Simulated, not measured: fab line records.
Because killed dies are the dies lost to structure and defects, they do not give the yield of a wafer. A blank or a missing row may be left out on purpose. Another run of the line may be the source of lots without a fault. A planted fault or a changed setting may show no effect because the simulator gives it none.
fab line records	flow nand-harc
[record] lots = 22	wafers = 66	last-day = 25
route steps=1159 shown P_BONDPAD@369 A_ZERO_WELL@401 A_SOURCE_PLATE@423 A_CHANNEL_HOLE_D1@469
lots with no fault: from the same line, run without faults
start-h: hours from the record's opening day to when the first of the lot's shown wafers began	wait-h: time in hours since the lot's previous step	" same as the row above	L1.1+2: a row that stands for several wafers	- either no value or no given start	* or withheld: withheld	< > ~ a bound
route shown NAME@n: a module of which the file shows steps, and the number in the route of the first	usual: mean and standard deviation over wafers with no fault	same: alike in all rows	chamber/n: place in a boat	sites: per-site readings	_std_site: standard deviation of those values	_edge_site: mean of outer sites minus mean of inner sites	radius-mm: how far each site lies from the wafer's centre	mask NAME#n: copy n	behind: tool/chamber where the wafer was last shaped	hold: the reason the lot was held/the length of the hold in hours/how it ended	device: whichever transistor did not switch (one of n, p or np)	end of line: tests of these same wafers at the route's end	where a step has no rows: the recipe by itself	killed: count of dies lost to structure and defects at first sort (not the wafer's yield)	map: a wafer's dies, marking killed ones x, the rest . and places with no die _
set.NAME: the setting as run; set.NAME@STEP: as run at that earlier step	model.NAME: the simulator's own value behind a step, which no gauge read
a sample of lots followed through the steps of the route, with each step as a table and each wafer as a row
services: from which hour (start-h, from the record's first day; less than 0 if before it) a tool's chamber was out of use, for how many hours, and why
[[steps]]
[step NHARC_P_BONDPAD_ETCH_12]
[recipe] target-depth-a = 2000	time-s = 100	chf3-flow-sccm = 50	o2-flow-sccm = 10	ar-flow-sccm = 200	rf-w = 500	bias-w = 200	chemistry = CHF3/O2
[usual] bias-w = 199.9/0.6	chamber-pressure-mTorr = 24.997/0.023	drypump-motor-current-A = 6.1/0.45	oes-product-au = 0.936/0.021	rf-vpp-V = 371.3/2.2	showerhead-plenum-p-Torr = 2.43/0.09	throttle-valve-pct = 20.573/0.0086
lot.wafer	tool	chamber	start-h	wait-h	bias-w	chamber-pressure-mTorr	drypump-motor-current-A	oes-product-au	rf-hours-counter-h	rf-vpp-V	showerhead-plenum-p-Torr	throttle-valve-pct
L074.2	rie-diel-06	0	-	-	201.9	24.926	6.5	0.980	5	372.8	2.50	20.583
L074.1	"	1	"	"	201.5	24.975	6.3	0.974	5	367.0	2.29	20.578
L074.6	"	0	"	"	200.6	24.989	6.6	0.976	-	372.8	2.50	20.569
L076.2	rie-diel-02	0	-	-	200.1	25.000	6.3	0.910	55	369.0	2.36	20.571
L076.1	"	1	"	"	199.4	24.976	5.1	0.965	56	368.0	2.25	20.576
L076.5	"	0	"	"	200.1	25.008	6.3	0.908	-	368.7	2.36	20.555
L077.1	rie-diel-06	2	-	-	200.2	24.938	5.5	0.959	9	372.6	2.51	20.561
L077.6	"	0	"	"	200.0	24.996	6.6	0.975	-	371.8	2.50	20.579
L077.5	"	1	"	"	199.8	24.965	6.3	0.976	-	367.6	2.29	20.570
L078.4	rie-diel-11	0	-	-	200.1	24.985	6.1	0.926	51	371.5	2.44	20.565
L078.3	"	1	"	"	199.7	25.042	5.8	0.956	48	371.9	2.44	20.568
L078.2	"	2	"	"	200.2	24.982	5.4	0.945	52	373.3	2.52	20.583
L079.4	rie-diel-06	2	-	-	199.8	24.974	5.5	0.920	10	373.0	2.51	20.583
L079.3	"	3	"	"	200.3	24.984	6.4	0.924	9	371.6	2.48	20.554
L079.1	"	0	"	"	200.8	24.997	6.6	0.927	8	373.0	2.50	20.563
L080.3	rie-diel-06	0	-	-	199.4	25.028	6.6	0.968	8	373.0	2.50	20.578
L080.6	"	1	"	"	198.7	25.002	6.3	0.979	-	368.0	2.29	20.574
L080.5	"	2	"	"	198.8	25.003	5.5	0.953	-	372.1	2.51	20.564
L081.2	rie-diel-06	1	-	-	199.1	25.002	6.4	0.924	10	367.3	2.29	20.556
L081.4	"	2	"	"	199.6	24.998	5.5	0.928	11	373.7	2.51	20.580
L081.5	"	2	"	"	200.1	25.006	5.5	0.923	-	374.4	2.51	20.573
L082.3	rie-diel-06	3	-	-	199.8	24.970	6.4	0.972	10	372.4	2.48	20.577
L082.1	"	1	"	"	199.1	25.033	6.3	0.963	11	368.0	2.29	20.555
L082.2	"	2	"	"	199.4	25.009	5.5	0.966	11	372.4	2.51	20.582
L084.4	rie-diel-06	3	-	-	199.1	25.052	6.4	0.930	10	371.9	2.48	20.572
L084.2	"	2	"	"	199.2	25.009	5.5	0.923	11	373.3	2.51	20.565
L084.6	"	0	"	"	199.6	24.990	6.6	0.926	-	372.2	2.49	20.562
L083.1	rie-diel-06	2	-	-	199.4	25.029	5.5	0.909	11	373.3	2.51	20.589
L083.4	"	3	"	"	199.1	25.002	6.4	0.929	10	373.5	2.48	20.577
L083.6	"	2	"	"	199.4	25.009	5.5	0.912	-	374.6	2.51	20.563
L088.6	rie-diel-06	0	-	-	200.9	25.001	6.5	0.925	-	372.9	2.49	20.566
L088.5	"	1	"	"	199.8	24.976	6.3	0.919	-	367.1	2.29	20.586
L088.4	"	3	"	"	200.4	25.042	6.4	0.922	-	373.9	2.48	20.583
L085.2	rie-diel-06	3	-	-	199.4	25.014	6.4	0.922	12	371.9	2.48	20.586
L085.4	"	0	"	"	199.8	24.984	6.6	0.919	12	372.0	2.49	20.574
L085.1	"	1	"	"	200.2	24.999	6.3	0.922	13	368.4	2.29	20.561
L086.1	rie-diel-06	1	-	-	199.7	24.987	6.3	0.932	15	368.4	2.29	20.584
L086.5	"	3	"	"	200.0	24.983	6.4	0.930	-	372.6	2.48	20.577
L086.4	"	1	"	"	200.2	25.007	6.3	0.936	-	367.5	2.29	20.590
L087.1	rie-diel-06	2	-	-	200.0	25.025	5.5	0.919	15	373.3	2.51	20.572
L087.2	"	3	"	"	199.2	25.003	6.4	0.921	14	372.4	2.48	20.572
L087.4	"	2	"	"	199.5	24.991	5.5	0.919	-	373.0	2.51	20.571
L090.1	rie-diel-11	3	-	-	200.4	25.025	5.5	0.931	11	373.5	2.45	20.559
L090.2	"	1	"	"	199.6	25.015	5.9	0.923	11	372.2	2.44	20.590
L090.4	"	2	"	"	199.0	25.007	5.4	0.917	-	372.9	2.51	20.572
L091.2	rie-diel-06	3	-	-	200.1	25.046	6.4	0.920	15	372.2	2.48	20.572
L091.3	"	0	"	"	199.0	24.982	6.6	0.925	13	373.0	2.49	20.578
L091.6	"	3	"	"	200.3	24.992	6.4	0.924	-	372.4	2.48	20.573
L092.1	rie-diel-06	1	-	-	199.7	25.012	6.3	0.930	16	368.5	2.29	20.580
L092.4	"	2	"	"	198.8	24.976	5.5	0.937	16	373.0	2.51	20.568
L092.3	"	3	"	"	199.1	24.986	6.4	0.936	15	370.9	2.48	20.577
L093.3	rie-diel-02	0	-	-	200.9	24.995	6.3	0.917	30	367.9	2.34	20.566
L093.5	"	1	"	"	199.5	24.966	5.1	0.933	-	366.4	2.23	20.575
L093.6	"	2	"	"	199.6	24.978	5.7	0.928	-	369.3	2.34	20.570
L095.3	rie-diel-11	1	-	-	199.6	25.000	5.8	0.919	20	371.8	2.43	20.578
L095.6	"	0	"	"	198.7	25.009	6.1	0.945	-	369.5	2.43	20.575
L095.5	"	1	"	"	199.7	24.950	5.8	0.927	-	372.3	2.43	20.576
L094.1	rie-diel-11	3	-	-	199.3	24.959	5.5	0.919	20	372.4	2.44	20.567
L094.2	"	0	"	"	199.8	25.006	6.1	0.944	12	371.4	2.43	20.573
L094.6	"	2	"	"	199.6	24.980	5.4	0.931	-	372.3	2.51	20.567
L096.1	rie-diel-06	3	-	-	199.6	24.990	6.4	0.954	1	373.1	2.48	20.571
L096.2	"	2	"	"	199.8	25.019	5.5	0.963	1	374.3	2.51	20.565
L096.4	"	2	"	"	199.9	25.003	5.5	0.965	-	372.8	2.51	20.563
L097.2	rie-diel-11	2	-	-	199.3	24.981	5.4	0.939	28	373.2	2.51	20.575
L097.1	"	3	"	"	198.8	24.981	5.5	0.921	29	372.3	2.44	20.565
L097.4	"	0	"	"	199.7	25.021	6.1	0.923	22	370.5	2.43	20.578
[step NHARC_P_BONDPAD_PVD_17]
[recipe] target-thk-a = 50	bias-v = 168.6	power-w = 15000	chamber-pressure-pa = 0.12	time-s = 8.06	substrate-temp-c = 50	material = TaN
[usual] bias-v = 168.6/1.6	cathode-dc-power-W = 15000/3.2	throttle-valve-pct = 29.9/0.88
lot.wafer	tool	chamber	start-h	wait-h	bias-v	cathode-dc-power-W	throttle-valve-pct
L074.1	pvd-sputter-03	-	-	-	168.3	15002	31.5
L074.2	"	-	"	"	165.8	15002	29.7
L074.6	"	-	"	"	168.3	14998	30.0
L076.1	pvd-sputter-03	-	-	-	169.6	15003	29.6
L076.2	"	-	"	"	166.9	14992	31.3
L076.5	"	-	"	"	165.6	15002	29.7
L077.1	pvd-sputter-02	-	-	-	169.5	14996	30.0
L077.5	"	-	"	"	168.6	15001	29.1
L077.6	"	-	"	"	171.7	14994	30.2
L078.3	pvd-sputter-02	-	-	-	168.0	15000	29.3
L078.4	"	-	"	"	168.4	14993	29.4
L078.2	"	-	"	"	169.0	15005	29.8
L079.1	pvd-sputter-03	-	-	-	170.3	14997	28.9
L079.3	"	-	"	"	171.1	14999	31.7
L079.4	"	-	"	"	170.1	15003	30.0
L080.3	pvd-sputter-03	-	-	-	167.6	14999	31.7
L080.5	"	-	"	"	167.6	14998	29.6
L080.6	"	-	"	"	169.9	14998	29.7
L081.2	pvd-sputter-01	-	-	-	167.8	15005	28.8
L081.4	"	-	"	"	172.1	15001	29.8
L081.5	"	-	"	"	169.5	15001	31.2
L082.1	pvd-sputter-03	-	-	-	168.0	15003	31.6
L082.2	"	-	"	"	166.2	14999	30.0
L082.3	"	-	"	"	167.5	15003	29.7
L084.2	pvd-sputter-01	-	-	-	167.6	15002	28.8
L084.4	"	-	"	"	167.7	14999	30.1
L084.6	"	-	"	"	167.2	15001	31.0
L083.4	pvd-sputter-03	-	-	-	167.4	14996	29.8
L083.1	"	-	"	"	168.7	14998	29.7
L083.6	"	-	"	"	167.6	15003	29.7
L088.4	pvd-sputter-03	-	-	-	169.8	14995	29.8
L088.5	"	-	"	"	167.0	15001	31.7
L088.6	"	-	"	"	171.7	14996	29.8
L085.4	pvd-sputter-01	-	-	-	168.2	15005	29.9
L085.1	"	-	"	"	167.8	15004	31.2
L085.2	"	-	"	"	170.7	14998	28.7
L086.4	pvd-sputter-01	-	-	-	169.4	15001	30.9
L086.1	"	-	"	"	171.1	14999	31.4
L086.5	"	-	"	"	172.9	15004	30.7
L087.2	pvd-sputter-01	-	-	-	170.0	14997	30.7
L087.1	"	-	"	"	170.6	14994	29.9
L087.4	"	-	"	"	170.6	14996	31.1
L090.1	pvd-sputter-02	-	-	-	171.2	14996	29.3
L090.2	"	-	"	"	167.1	14995	29.4
L090.4	"	-	"	"	169.9	15003	29.3
L091.3	pvd-sputter-03	-	-	-	166.0	15000	29.8
L091.2	"	-	"	"	169.5	14998	30.1
L091.6	"	-	"	"	170.8	14996	29.0
L092.3	pvd-sputter-01	-	-	-	170.1	14996	29.0
L092.1	"	-	"	"	168.7	15001	30.6
L092.4	"	-	"	"	172.0	15000	29.5
L093.3	pvd-sputter-01	-	-	-	171.5	14996	29.8
L093.5	"	-	"	"	170.7	14996	29.8
L093.6	"	-	"	"	168.7	14998	31.1
L095.3	pvd-sputter-02	-	-	-	168.1	15003	30.4
L095.6	"	-	"	"	169.8	14998	29.4
L095.5	"	-	"	"	166.5	15002	29.4
L094.2	pvd-sputter-02	-	-	-	168.6	14998	29.5
L094.1	"	-	"	"	167.0	15003	29.0
L094.6	"	-	"	"	168.8	15002	30.6
L096.1	pvd-sputter-01	-	-	-	167.2	15003	31.3
L096.2	"	-	"	"	169.1	15001	28.9
L096.4	"	-	"	"	166.1	14999	30.7
L097.4	pvd-sputter-02	-	-	-	168.8	15001	30.8
L097.2	"	-	"	"	170.2	14997	29.3
L097.1	"	-	"	"	168.8	15002	29.6
[step NHARC_A_ZERO_WELL_CD_MEAS_10]
[recipe] target-cd-nm = 2000	landing-energy-ev = 500
[usual] cd-nm = 2000.6/2.2
lot.wafer	tool	chamber	start-h	wait-h	cd-nm
L074.1	cd-sem-02	0	135.19	-	2003.5
L074.2	"	0	"	"	2000.2
L074.6	"	0	"	"	2002.0
L076.1	cd-sem-03	0	140.14	-	2004.4
L076.2	"	0	"	"	1999.5
L076.5	"	0	"	"	2004.5
L077.1	cd-sem-03	0	161.43	-	2004.4
L077.5	"	0	"	"	2006.0
L077.6	"	0	"	"	2001.2
L078.2	cd-sem-02	0	163.30	-	2002.9
L078.3	"	0	"	"	2004.3
L078.4	"	0	"	"	1999.5
L079.1	cd-sem-01	0	166.81	-	2000.5
L079.3	"	0	"	"	2002.3
L079.4	"	0	"	"	1999.9
L080.3	cd-sem-02	0	167.48	-	1996.8
L080.5	"	0	"	"	1997.4
L080.6	"	0	"	"	1999.0
L081.2	cd-sem-03	0	176.09	-	2001.5
L081.4	"	0	"	"	1998.7
L081.5	"	0	"	"	1998.4
L082.1	cd-sem-02	0	181.13	-	1997.1
L082.2	"	0	"	"	1998.0
L082.3	"	0	"	"	1999.4
L084.2	cd-sem-02	0	186.49	-	2003.1
L084.4	"	0	"	"	2003.3
L084.6	"	0	"	"	2002.8
L083.1	cd-sem-02	0	187.45	-	1997.7
L083.4	"	0	"	"	2002.4
L083.6	"	0	"	"	2001.8
L088.4	cd-sem-02	0	213.97	-	1999.8
L088.5	"	0	"	"	2004.2
L088.6	"	0	"	"	2003.8
L085.1	cd-sem-02	0	215.21	-	2000.8
L085.2	"	0	"	"	2000.6
L085.4	"	0	"	"	1999.3
L086.1	cd-sem-03	0	224.61	-	2003.0
L086.4	"	0	"	"	2001.3
L086.5	"	0	"	"	2003.6
L087.1	cd-sem-03	0	230.33	-	1997.0
L087.2	"	0	"	"	2000.8
L087.4	"	0	"	"	2000.4
L090.1	cd-sem-02	0	233.10	-	2001.6
L090.2	"	0	"	"	2001.2
L090.4	"	0	"	"	2001.6
L091.2	cd-sem-02	0	234.41	-	2002.0
L091.3	"	0	"	"	1999.5
L091.6	"	0	"	"	1998.6
L092.1	cd-sem-01	0	243.60	-	1999.3
L092.3	"	0	"	"	1996.1
L092.4	"	0	"	"	1996.5
L093.3	cd-sem-01	0	248.82	-	1999.8
L093.5	"	0	"	"	2002.5
L093.6	"	0	"	"	2001.3
L095.3	cd-sem-03	0	251.71	-	2001.7
L095.5	"	0	"	"	2000.7
L095.6	"	0	"	"	2000.4
L094.1	cd-sem-02	0	252.32	-	1997.2
L094.2	"	0	"	"	2002.0
L094.6	"	0	"	"	2002.4
L096.1	cd-sem-01	0	266.18	-	1999.7
L096.2	"	0	"	"	1996.2
L096.4	"	0	"	"	2002.7
L097.1	cd-sem-03	0	279.39	-	2000.1
L097.2	"	0	"	"	1998.9
L097.4	"	0	"	"	1998.9
[step NHARC_A_SOURCE_PLATE_INSPECT_08]
[usual] raw-defect-count = 60/23
lot.wafer	tool	chamber	start-h	wait-h	raw-defect-count
L074.1	defect-inspect-01	-	157.01	0.0	52
L074.2	"	-	"	"	48
L074.6	"	-	"	"	57
L076.1	defect-inspect-02	-	162.65	0.0	28
L076.2	"	-	"	"	22
L076.5	"	-	"	"	32
L077.1	defect-inspect-01	-	183.29	0.0	81
L077.5	"	-	"	"	71
L077.6	"	-	"	"	97
L078.2	defect-inspect-02	-	183.30	0.1	46
L078.3	"	-	"	"	82
L078.4	"	-	"	"	44
L079.1	defect-inspect-02	-	188.77	0.0	57
L079.3	"	-	"	"	33
L079.4	"	-	"	"	51
L080.3	defect-inspect-01	-	188.77	0.0	57
L080.5	"	-	"	"	85
L080.6	"	-	"	"	79
L081.2	defect-inspect-02	-	199.48	0.0	33
L081.4	"	-	"	"	47
L081.5	"	-	"	"	43
L082.1	defect-inspect-02	-	206.00	0.0	46
L082.2	"	-	"	"	56
L082.3	"	-	"	"	45
L084.2	defect-inspect-01	-	206.00	0.0	44
L084.4	"	-	"	"	53
L084.6	"	-	"	"	88
L083.1	defect-inspect-02	-	210.72	0.0	49
L083.4	"	-	"	"	76
L083.6	"	-	"	"	49
L088.4	defect-inspect-02	-	239.13	0.0	51
L088.5	"	-	"	"	49
L088.6	"	-	"	"	54
L085.1	defect-inspect-01	-	239.15	0.0	63
L085.2	"	-	"	"	64
L085.4	"	-	"	"	81
L086.1	defect-inspect-01	-	246.89	0.0	111
L086.4	"	-	"	"	65
L086.5	"	-	"	"	66
L090.1	defect-inspect-01	-	254.95	0.0	60
L090.2	"	-	"	"	30
L090.4	"	-	"	"	39
L087.1	defect-inspect-02	-	254.96	0.0	93
L087.2	"	-	"	"	77
L087.4	"	-	"	"	79
L091.2	defect-inspect-01	-	259.46	0.0	34
L091.3	"	-	"	"	41
L091.6	"	-	"	"	41
L092.1	defect-inspect-01	-	267.47	0.0	68
L092.3	"	-	"	"	95
L092.4	"	-	"	"	41
L095.3	defect-inspect-02	-	272.44	0.1	45
L095.5	"	-	"	"	51
L095.6	"	-	"	"	61
L093.3	defect-inspect-01	-	272.45	0.1	91
L093.5	"	-	"	"	61
L093.6	"	-	"	"	105
L094.1	defect-inspect-01	-	276.08	0.0	79
L094.2	"	-	"	"	41
L094.6	"	-	"	"	37
L096.1	defect-inspect-01	-	290.87	0.0	36
L096.2	"	-	"	"	47
L096.4	"	-	"	"	125
L097.1	defect-inspect-02	-	301.37	0.0	70
L097.2	"	-	"	"	67
L097.4	"	-	"	"	81
[step NHARC_A_CHANNEL_HOLE_D1_ETCH_16]
[recipe] target-depth-a = 31000	over-etch-frac = 0.3	time-s = 806	ion-energy-ev = 150	o2-flow-sccm = 400	cos-flow-sccm = 20	ar-flow-sccm = 0	rf-w = 500	bias-w = 300	chemistry = O2/COS
[usual] bias-w = 300.1/0.93	chamber-pressure-mTorr = 20.002/0.018	drypump-motor-current-A = 5.7/0.53	oes-product-au = 1.006/0.0095	rf-vpp-V = 314.2/2.3	showerhead-plenum-p-Torr = 3.13/0.15	throttle-valve-pct = 28.330/0.0097
lot.wafer	tool	chamber	start-h	wait-h	bias-w	chamber-pressure-mTorr	drypump-motor-current-A	oes-product-au	rf-hours-counter-h	rf-vpp-V	showerhead-plenum-p-Torr	throttle-valve-pct
L074.1	rie-diel-12	2	-	-	300.8	20.000	5.8	1.003	11	318.3	3.36	28.326
L074.2	"	3	"	"	301.6	20.000	5.0	1.003	10	312.3	2.99	28.341
L074.6	"	0	"	"	301.8	19.997	6.5	1.007	-	316.1	3.35	28.323
L076.2	rie-diel-12	0	-	-	299.1	19.999	6.5	1.002	12	317.5	3.35	28.310
L076.1	"	2	"	"	300.5	19.975	5.8	0.987	11	317.1	3.36	28.325
L076.5	"	0	"	"	300.0	19.989	6.5	1.003	-	316.6	3.35	28.326
L078.4	rie-diel-01	2	-	-	299.8	20.008	6.0	1.016	4	311.6	2.99	28.333
L078.3	"	3	"	"	301.3	19.967	5.8	1.020	4	311.1	3.05	28.324
L078.2	"	0	"	"	301.0	19.966	6.0	1.009	3	312.3	2.94	28.342
L077.1	rie-diel-07	1	-	-	299.4	20.004	4.9	1.011	7	315.2	3.16	28.329
L077.5	"	2	"	"	301.0	20.009	5.8	1.001	-	315.5	3.18	28.317
L077.6	"	3	"	"	300.0	19.989	6.3	1.004	-	311.5	2.94	28.334
L079.3	rie-diel-01	0	-	-	299.7	20.016	6.0	1.003	3	310.8	2.94	28.329
L079.1	"	1	"	"	301.6	19.976	4.9	1.010	4	317.1	3.31	28.334
L079.4	"	2	"	"	300.3	20.029	6.0	1.027	5	311.7	2.99	28.321
L080.3	rie-diel-07	0	-	-	300.1	20.010	5.7	1.006	9	313.4	3.18	28.320
L080.6	"	3	"	"	299.7	19.961	6.2	1.004	-	310.7	2.94	28.329
L080.5	"	0	"	"	301.7	20.023	5.7	1.006	-	313.6	3.18	28.333
L081.2	rie-diel-12	2	-	-	299.2	19.993	5.8	0.981	0	317.0	3.36	28.330
L081.4	"	0	"	"	298.1	20.005	6.5	1.016	0	317.5	3.35	28.344
L081.5	"	3	"	"	299.2	20.006	5.0	0.994	-	312.2	2.98	28.325
L083.4	rie-diel-07	3	-	-	301.8	20.001	6.3	0.997	11	312.4	2.94	28.321
L083.1	"	1	"	"	299.6	20.007	4.9	1.012	9	316.4	3.16	28.328
L083.6	"	2	"	"	299.6	20.004	5.7	1.007	-	316.9	3.18	28.323
L082.3	rie-diel-01	2	-	-	300.6	19.969	6.0	1.026	7	311.8	2.99	28.334
L082.1	"	0	"	"	300.1	19.993	6.1	1.006	5	312.6	2.94	28.332
L082.2	"	1	"	"	300.9	20.027	4.8	1.013	6	316.6	3.31	28.329
L084.4	rie-diel-12	2	-	-	300.7	19.991	5.8	1.002	2	316.6	3.36	28.325
L084.2	"	1	"	"	300.8	20.010	6.2	0.999	1	317.1	3.33	28.342
L084.6	"	3	"	"	298.9	19.991	5.0	0.990	-	310.5	2.98	28.327
L085.4	rie-diel-07	3	-	-	298.5	20.008	6.3	1.003	1	312.9	2.94	28.326
L085.1	"	0	"	"	299.3	20.004	5.7	1.001	1	314.3	3.17	28.319
L085.2	"	1	"	"	300.0	20.009	4.9	1.022	0	314.9	3.16	28.321
L088.4	rie-diel-01	0	-	-	300.5	20.016	6.0	1.005	7	311.3	2.94	28.324
L088.6	"	2	"	"	299.3	20.010	6.0	1.012	-	315.2	2.99	28.337
L088.5	"	3	"	"	300.7	20.006	5.8	1.018	-	312.8	3.05	28.356
L086.1	rie-diel-07	3	-	-	300.3	19.997	6.3	0.999	1	312.8	2.94	28.336
L086.4	"	2	"	"	298.2	19.995	5.7	1.012	-	315.3	3.18	28.339
L086.5	"	1	"	"	299.5	19.977	4.9	1.006	-	316.0	3.16	28.323
L090.4	rie-diel-07	2	-	-	300.0	20.075	5.8	1.019	2	315.2	3.18	28.327
L090.2	"	3	"	"	298.4	19.994	6.3	0.990	2	311.7	2.93	28.339
L090.1	"	0	"	"	302.5	20.017	5.7	1.006	2	315.8	3.17	28.317
L087.1	rie-diel-12	3	-	-	299.4	19.999	5.0	0.993	5	311.7	2.98	28.344
L087.4	"	0	"	"	298.5	20.004	6.5	0.999	5	317.1	3.35	28.326
L087.2	"	2	"	"	298.5	19.968	5.8	0.992	6	317.8	3.35	28.338
L091.2	rie-diel-01	3	-	-	300.1	20.027	5.8	1.019	10	311.7	3.05	28.334
L091.3	"	2	"	"	298.7	20.003	6.0	1.012	11	311.6	2.99	28.317
L091.6	"	3	"	"	300.9	20.003	5.8	1.015	-	315.1	3.05	28.319
L092.1	rie-diel-12	0	-	-	300.0	19.964	6.5	1.014	7	316.8	3.35	28.339
L092.3	"	1	"	"	299.6	20.016	6.2	1.010	6	317.4	3.32	28.346
L092.4	"	1	"	"	299.7	20.008	6.2	1.018	-	317.7	3.32	28.334
L093.3	rie-diel-07	2	-	-	299.0	20.019	5.8	1.010	3	314.4	3.18	28.342
L093.6	"	2	"	"	300.9	19.972	5.7	1.020	-	315.1	3.18	28.333
L093.5	"	3	"	"	300.8	19.961	6.3	0.996	-	312.4	2.93	28.330
L095.3	rie-diel-01	1	-	-	298.5	19.995	4.8	1.011	10	316.3	3.31	28.325
L095.5	"	2	"	"	300.6	19.995	6.0	1.010	-	313.2	2.99	28.323
L095.6	"	3	"	"	299.5	19.994	5.8	1.009	-	311.4	3.05	28.331
L094.2	rie-diel-07	2	-	-	301.6	20.017	5.8	1.010	4	315.4	3.18	28.335
L094.1	"	3	"	"	300.7	19.996	6.3	0.995	4	311.5	2.93	28.331
L094.6	"	0	"	"	300.7	19.982	5.7	1.005	-	316.0	3.17	28.330
L096.2	rie-diel-01	0	-	-	300.1	20.003	6.0	1.009	10	311.6	2.94	28.340
L096.1	"	1	"	"	299.7	20.006	4.8	0.998	11	316.9	3.31	28.336
L096.4	"	3	"	"	300.4	19.992	5.8	1.016	13	312.4	3.05	28.326
L097.1	rie-diel-07	2	-	-	298.3	20.023	5.7	1.012	5	316.6	3.18	28.319
L097.4	"	0	"	"	301.0	20.010	5.7	1.002	5	315.1	3.17	28.325
L097.2	"	1	"	"	300.5	19.983	4.9	1.027	5	313.6	3.16	28.324
[step NHARC_A_CHANNEL_HOLE_D1_ETCH_23]
[recipe] bias-v = 5000	source-w = withheld	pressure-mtorr = 20	time-s = 819	ar-flow-sccm = 375	c4f8-flow-sccm = 89.3	o2-flow-sccm = 35.7	temp-c = -20	target-depth-a = 16000	chemistry = C4F8/O2/Ar
[usual] chamber-pressure-mTorr = 20.000/0.017	drypump-motor-current-A = 5.82/0.2	showerhead-plenum-p-Torr = 3.69/0.15	throttle-valve-pct = 32.155/0.0087
lot.wafer	tool	chamber	start-h	wait-h	chamber-pressure-mTorr	drypump-motor-current-A	rf-hours-counter-h	showerhead-plenum-p-Torr	throttle-valve-pct
L074.1	har-etch-02	0	178.21	0.5	20.000	5.62	97	3.88	32.140
L074.2	"	1	"	"	20.019	5.79	97	3.53	32.154
L074.6	"	1	"	"	19.994	5.79	-	3.53	32.170
L076.2	har-etch-01	0	183.38	0.5	20.031	6.19	196	3.59	32.149
L076.1	"	1	"	"	20.018	5.70	196	3.82	32.155
L076.5	"	0	"	"	20.016	6.16	-	3.59	32.164
L078.2	har-etch-02	1	202.31	0.5	19.990	5.77	106	3.52	32.153
L078.4	"	1	"	"	19.999	5.77	-	3.52	32.166
L078.3	"	0	"	"	19.977	5.61	-	3.87	32.153
L077.1	har-etch-01	1	202.48	0.5	19.998	5.74	203	3.82	32.161
L077.6	"	1	"	"	19.984	5.71	-	3.82	32.140
L077.5	"	0	"	"	20.017	6.14	-	3.59	32.148
L079.1	har-etch-02	1	206.87	0.5	20.012	5.81	110	3.52	32.158
L079.4	"	1	"	"	19.995	5.80	-	3.52	32.146
L079.3	"	0	"	"	20.018	5.64	-	3.87	32.160
L080.3	har-etch-01	1	207.27	0.5	20.021	5.76	-	3.82	32.167
L080.5	"	1	"	"	20.011	5.72	-	3.82	32.157
L080.6	"	0	"	"	19.980	6.16	-	3.59	32.163
L081.2	har-etch-01	1	217.76	0.5	19.992	5.75	211	3.81	32.173
L081.4	"	0	"	"	20.012	6.18	-	3.58	32.154
L081.5	"	0	"	"	20.013	6.15	-	3.59	32.152
L083.1	har-etch-02	0	229.26	0.5	19.993	5.62	117	3.87	32.161
L083.4	"	1	"	"	19.986	5.77	-	3.52	32.158
L083.6	"	1	"	"	19.948	5.78	-	3.52	32.159
L082.1	har-etch-01	1	230.86	0.5	19.995	5.68	216	3.81	32.153
L082.2	"	0	"	"	20.010	6.19	216	3.58	32.146
L082.3	"	1	"	"	20.052	5.69	-	3.81	32.151
L084.2	har-etch-02	0	233.30	0.5	19.987	5.63	121	3.86	32.147
L084.4	"	0	"	"	20.010	5.64	-	3.86	32.156
L084.6	"	0	"	"	19.990	5.63	-	3.86	32.148
L085.2	har-etch-02	0	258.89	0.5	19.982	5.62	131	3.86	32.168
L085.1	"	1	"	"	19.997	5.79	131	3.51	32.168
L085.4	"	1	"	"	19.983	5.77	-	3.51	32.175
L088.4	har-etch-01	1	259.58	0.5	19.992	5.75	-	3.80	32.150
L088.6	"	1	"	"	20.001	5.70	-	3.80	32.160
L088.5	"	0	"	"	19.992	6.14	-	3.57	32.163
L086.1	har-etch-02	0	267.01	0.5	20.010	5.63	135	3.86	32.152
L086.4	"	0	"	"	20.024	5.62	-	3.86	32.158
L086.5	"	0	"	"	19.983	5.62	-	3.86	32.153
L090.1	har-etch-01	1	273.53	0.5	20.017	5.77	233	3.80	32.156
L090.2	"	0	"	"	19.999	6.16	233	3.57	32.141
L090.4	"	0	"	"	19.975	6.17	-	3.57	32.142
L087.1	har-etch-01	0	277.66	0.5	19.974	6.18	237	3.57	32.152
L087.2	"	1	"	"	19.999	5.72	237	3.80	32.164
L087.4	"	1	"	"	19.971	5.76	-	3.80	32.155
L091.2	har-etch-02	1	281.55	0.5	19.971	5.79	146	3.50	32.162
L091.3	"	0	"	"	19.975	5.63	-	3.85	32.157
L091.6	"	0	"	"	20.009	5.63	-	3.85	32.135
L092.1	har-etch-02	1	288.94	0.5	20.009	5.77	150	3.50	32.143
L092.4	"	1	"	"	19.998	5.80	-	3.50	32.153
L092.3	"	0	"	"	19.992	5.64	-	3.85	32.150
L093.3	har-etch-01	1	290.33	0.5	20.014	5.74	-	3.80	32.163
L093.5	"	0	"	"	19.996	6.19	-	3.57	32.148
L093.6	"	1	"	"	19.995	5.73	-	3.80	32.143
L095.3	har-etch-02	1	293.34	0.5	20.020	5.81	-	3.50	32.158
L095.6	"	1	"	"	19.986	5.81	-	3.50	32.146
L095.5	"	0	"	"	19.998	5.63	-	3.85	32.150
L094.2	har-etch-01	0	295.29	0.5	19.991	6.19	246	3.57	32.156
L094.1	"	1	"	"	19.969	5.74	246	3.79	32.158
L094.6	"	0	"	"	20.001	6.17	-	3.57	32.150
L096.1	har-etch-02	0	314.05	0.5	20.023	5.62	162	3.84	32.150
L096.2	"	1	"	"	20.020	5.80	162	3.49	32.158
L096.4	"	0	"	"	20.011	5.63	-	3.84	32.141
L097.1	har-etch-01	0	323.45	0.5	19.984	6.17	1	3.56	32.164
L097.2	"	1	"	"	19.978	5.72	1	3.79	32.154
L097.4	"	0	"	"	19.996	6.19	-	3.56	32.162
[[services]]
tool	chamber	start-h	hours	kind
rie-diel-07	0	122.63	2.6	repair
rie-diel-12	-	131.49	1.0	repair
rie-diel-06	-	134.87	0.7	repair
rie-diel-01	-	137.85	9.0	pm
rie-diel-12	3	154.76	3.9	repair
pvd-sputter-01	-	158.00	10.0	pm
rie-diel-07	1	161.81	8.7	repair
rie-diel-01	0	165.12	5.2	repair
rie-diel-12	1	187.26	6.5	repair
rie-diel-06	2	201.29	9.5	repair
rie-diel-12	-	202.40	9.0	pm
rie-diel-06	0	218.07	8.5	repair
rie-diel-07	-	228.20	9.0	pm
rie-diel-06	-	241.34	9.0	pm
rie-diel-06	1	258.58	5.5	repair
rie-diel-07	0	263.66	4.8	repair
pvd-sputter-01	-	272.68	1.7	repair
rie-diel-07	2	272.84	4.3	repair
rie-diel-07	-	274.64	0.1	repair
pvd-sputter-03	-	280.00	10.0	pm
har-etch-02	-	302.23	5.8	repair
har-etch-01	-	305.00	17.0	pm
rie-diel-01	-	314.85	9.0	pm
pvd-sputter-01	-	316.78	6.8	repair
[[key]]
fault none
